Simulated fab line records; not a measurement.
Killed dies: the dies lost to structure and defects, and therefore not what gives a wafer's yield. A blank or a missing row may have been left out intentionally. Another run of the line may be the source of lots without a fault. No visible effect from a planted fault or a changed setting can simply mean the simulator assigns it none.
What tool caused it? | flow n5-finfet | 9 lots with 27 wafers sampled at 5 steps, on a route of 1938 steps

== WHAT THE GAUGES READ, wafer by wafer ==
N5_BEOL_M4_RC_MEAS_101.
lot  | measured     | on        | DIBL_N (mV/V)  | DIBL_P (mV/V)  | IOFF_N (nA/um) | IOFF_P (nA/um) | ION_N (uA/um) | ION_P (uA/um) | SS_N (mV/dec)  | SS_P (mV/dec)  | VT_N (mV)   | VT_P (mV)
L964 | day 7 15:56  | prober-01 | 40.9 39.8 36.5 | 41.0 39.5 35.0 | 0.27 0.23 0.16 | 0.32 0.29 0.23 | 695 695 669   | 472 474 465   | 72.0 72.1 71.2 | 74.4 74.1 72.4 | 240 245 252 | -242.9 -243.5 -247.3
L966 | day 8 23:30  | prober-01 | 36.3 35.8 38.5 | 37.4 37.5 40.0 | 0.17 0.16 0.23 | 0.21 0.22 0.26 | 683 672 702   | 462 468 475   | 71.5 70.7 71.8 | 73.8 72.9 73.9 | 248 250 245 | -249.2 -247.8 -246.1
L968 | day 9 10:52  | prober-02 | 33.9 37.5 35.4 | 34.9 37.1 36.2 | 0.13 0.19 0.15 | 0.17 0.20 0.19 | 674 668 678   | 461 455 470   | 70.4 72.0 71.5 | 73.2 73.4 73.2 | 254 248 249 | -250.4 -251.0 -250.7
L969 | day 10 02:00 | prober-02 | 32.7 34.2 35.7 | 32.6 34.1 37.3 | 0.10 0.12 0.15 | 0.14 0.16 0.20 | 643 663 692   | 446 453 471   | 70.0 71.5 71.5 | 71.9 72.7 73.3 | 259 255 248 | -257.7 -254.1 -249.6
L970 | day 9 23:12  | prober-01 | 35.3 35.7 32.9 | 37.0 36.7 34.1 | 0.15 0.15 0.11 | 0.20 0.20 0.16 | 675 666 668   | 464 459 465   | 71.0 71.3 71.0 | 73.5 73.3 72.7 | 249 253 255 | -252.4 -251.4 -253.0
L972 | day 10 05:17 | prober-01 | 37.1 38.0 40.5 | 38.9 39.6 43.6 | 0.18 0.18 0.26 | 0.20 0.22 0.29 | 690 681 697   | 466 464 464   | 70.7 71.6 72.0 | 73.9 74.2 74.2 | 244 247 242 | -253.0 -252.3 -248.7
L982 | day 12 22:46 | prober-01 | 37.1 35.1 37.7 | 38.5 35.2 38.7 | 0.16 0.12 0.17 | 0.23 0.20 0.24 | 678 664 680   | 465 463 470   | 71.7 71.3 71.9 | 73.3 72.1 73.4 | 251 257 250 | -248.7 -251.2 -249.4
L985 | day 14 04:22 | prober-01 | 36.3 36.6 35.2 | 34.9 36.3 33.6 | 0.15 0.15 0.13 | 0.20 0.22 0.17 | 679 671 661   | 465 459 450   | 71.5 70.9 71.0 | 73.1 73.6 71.9 | 246 249 250 | -251.2 -251.9 -253.3
L987 | day 14 06:26 | prober-01 | 37.2 37.9 39.3 | 37.1 36.6 38.0 | 0.16 0.16 0.20 | 0.21 0.21 0.25 | 673 681 687   | 457 461 464   | 71.4 72.1 72.2 | 73.4 74.0 73.7 | 250 250 247 | -252.4 -252.9 -246.7

== EACH LOT AND THE TOOL THAT RAN IT (in order: tool; ch and the chambers of the sampled wafers; start) ==
lot  | N5_GATE_CUT_ETCHBACK_00           | N5_GATE_CUT_ETCH_36                | N5_GATE_CUT_CUT_ETCH_55           | N5_GATE_CUT_VAPOR_ETCH_48
L964 | rie-metal-01 ch 0,1, day 4 11:51  | rie-diel-03 ch 1,3, day 4 15:59    | rie-metal-02 ch 0,1, day 4 16:26  | rie-metal-02 ch 0,1, day 4 16:30
L966 | rie-metal-03 ch 0,1, day 5 00:37  | rie-diel-03 ch 0,2,3, day 5 04:19  | rie-metal-03 ch 0,1, day 5 04:47  | rie-metal-03 ch 0,1, day 5 04:50
L968 | rie-metal-02 ch 0,1, day 5 11:00  | rie-diel-04 ch 0,1,3, day 5 14:44  | rie-metal-02 ch 0,1, day 5 15:12  | rie-metal-02 ch 0,1, day 5 15:16
L969 | rie-metal-02 ch 0,1, day 5 18:01  | rie-diel-02 ch 0,1,2, day 5 21:46  | rie-metal-03 ch 0,1, day 5 22:13  | rie-metal-03 ch 0,1, day 5 22:17
L970 | rie-metal-01 ch 0,1, day 5 20:36  | rie-diel-02 ch 0,1,2, day 6 00:43  | rie-metal-02 ch 1, day 6 01:10    | rie-metal-02 ch 1, day 6 01:14
L972 | rie-metal-01 ch 0,1, day 6 09:41  | rie-diel-02 ch 2,3, day 6 13:24    | rie-metal-02 ch 0,1, day 6 13:52  | rie-metal-02 ch 0,1, day 6 13:56
L982 | rie-metal-03 ch 0,1, day 8 20:13  | rie-diel-04 ch 1,2,3, day 9 00:34  | rie-metal-01 ch 0,1, day 9 01:01  | rie-metal-01 ch 0,1, day 9 01:05
L985 | rie-metal-02 ch 0,1, day 9 14:40  | rie-diel-04 ch 1,2,3, day 9 18:34  | rie-metal-01 ch 1, day 9 19:02    | rie-metal-01 ch 1, day 9 19:05
L987 | rie-metal-01 ch 0,1, day 10 03:38 | rie-diel-02 ch 0,2,3, day 10 07:40 | rie-metal-03 ch 0,1, day 10 08:08 | rie-metal-03 ch 0,1, day 10 08:11
- N5_GATE_CUT_ETCHBACK_00: etches W in SF6/Cl2.
- N5_GATE_CUT_ETCH_36: etches SiARC in CF4, target depth 13 nm, time 21.7 s.
- N5_GATE_CUT_CUT_ETCH_55: etches HfO2 in BCl3, target depth 3.2 nm.
- N5_GATE_CUT_VAPOR_ETCH_48: etches TiN in BCl3/Cl2.

== AS READ BY THE TOOLS THEMSELVES (means over the sampled wafers that have a number; for cases with no such wafer, the mark the record gives instead) ==
N5_GATE_CUT_ETCHBACK_00.
lot  | tool         | SF6_flow_sccm (sccm) | drypump-motor-current-A (A) | oes-product-au (a.u.) | throttle-valve-pct (%)
L964 | rie-metal-01 | 40.01                | 5.6                         | 0.82                  | 27.36
L966 | rie-metal-03 | 39.97                | 6.2                         | 0.78                  | 27.29
L968 | rie-metal-02 | 39.98                | 6.1                         | 0.94                  | 27.51
L969 | rie-metal-02 | 39.86                | 6.2                         | 0.94                  | 27.61
L970 | rie-metal-01 | 39.99                | 5.8                         | 0.81                  | 27.59
L972 | rie-metal-01 | 40.06                | 5.6                         | 0.80                  | 27.38
L982 | rie-metal-03 | 40.13                | 6.2                         | 0.68                  | 27.31
L985 | rie-metal-02 | 40.01                | 6.2                         | 0.88                  | 27.63
L987 | rie-metal-01 | 40.06                | 5.9                         | 0.79                  | 27.60

N5_GATE_CUT_ETCH_36.
lot  | tool        | drypump-motor-current-A (A) | etch-rf-on-time-s (s) | mfc-ar-sccm (sccm) | oes-product-au (a.u.) | rf-vpp-V (V) | showerhead-plenum-p-Torr (Torr) | throttle-valve-pct (%)
L964 | rie-diel-03 | 5.5                         | 21.8                  | 100.4              | 0.64                  | 184.7        | 2.20                            | 15.53
L966 | rie-diel-03 | 5.8                         | 21.9                  | 100.1              | 0.68                  | 184.0        | 2.13                            | 15.53
L968 | rie-diel-04 | 5.7                         | 21.9                  | 100.0              | 0.65                  | 183.5        | 2.17                            | 15.67
L969 | rie-diel-02 | 6.0                         | 22.1                  | 100.0              | 0.61                  | 184.3        | 2.15                            | 15.72
L970 | rie-diel-02 | 6.0                         | 22.2                  | 100.1              | 0.60                  | 185.3        | 2.15                            | 15.72
L972 | rie-diel-02 | 5.5                         | 19.6                  | 100.3              | 0.70                  | 184.0        | 2.12                            | 15.85
L982 | rie-diel-04 | 5.8                         | 22.0                  | 99.8               | 0.64                  | 184.5        | 2.20                            | 15.66
L985 | rie-diel-04 | 5.8                         | 21.9                  | 99.9               | 0.64                  | 184.6        | 2.20                            | 15.68
L987 | rie-diel-02 | 5.5                         | 21.6                  | 100.3              | 0.69                  | 183.2        | 2.12                            | 15.71

N5_GATE_CUT_CUT_ETCH_55.
lot  | tool         | drypump-motor-current-A (A) | oes-product-au (a.u.) | throttle-valve-pct (%)
L964 | rie-metal-02 | 6.14                        | 0.70                  | 33.7
L966 | rie-metal-03 | 6.20                        | 0.77                  | 32.8
L968 | rie-metal-02 | 6.15                        | 0.95                  | 33.3
L969 | rie-metal-03 | 6.16                        | 0.70                  | 32.9
L970 | rie-metal-02 | 6.17                        | 0.95                  | 33.0
L972 | rie-metal-02 | 6.14                        | 0.92                  | 33.5
L982 | rie-metal-01 | 5.83                        | 0.80                  | 33.4
L985 | rie-metal-01 | 6.13                        | 0.80                  | 33.6
L987 | rie-metal-03 | 6.23                        | 0.74                  | 32.9

N5_GATE_CUT_VAPOR_ETCH_48.
lot  | tool         | drypump-motor-current-A (A) | oes-product-au (a.u.)
L964 | rie-metal-02 | 6.12                        | 0.69
L966 | rie-metal-03 | 6.22                        | 0.77
L968 | rie-metal-02 | 6.16                        | 0.94
L969 | rie-metal-03 | 6.14                        | 0.69
L970 | rie-metal-02 | 6.21                        | 0.95
L972 | rie-metal-02 | 6.12                        | 0.91
L982 | rie-metal-01 | 5.85                        | 0.79
L985 | rie-metal-01 | 6.13                        | 0.78
L987 | rie-metal-03 | 6.23                        | 0.74

== THE ANSWER, worked out from the rows above alone ==
Rule: usual is defined by the lots themselves. The widest of any qualifying gaps counts: lots, ordered by their means at a reading, are off when they make up no more than a third of the lots, leave a main group of 4 or more, and stand apart from it by 3 or more times the standard deviation of that group's means. If all means in a main group match to the digits the tables above print for the reading, that group is not used. Also off: a lot with no number at a reading for which 4 or more lots have one. The other lots that the step has rows for count as sound. Order of review: gauges by route order, followed by the tools' own readings, for which a lot's mean as printed above is used. The first step at which some lot is off is used, and at that step the reading that is off furthest; a lot without a number counts as furthest.
Off, at N5_GATE_CUT_ETCH_36 on etch-rf-on-time-s: L972. For the main group the mean is 21.9 s and the standard deviation 0.17.
A tool fits if, at that step or a process step before it, it ran every lot that is off, and no sound lot after the first of them. No candidate that was tried fits.

== WHAT THE SIMULATOR HAD PUT IN ==
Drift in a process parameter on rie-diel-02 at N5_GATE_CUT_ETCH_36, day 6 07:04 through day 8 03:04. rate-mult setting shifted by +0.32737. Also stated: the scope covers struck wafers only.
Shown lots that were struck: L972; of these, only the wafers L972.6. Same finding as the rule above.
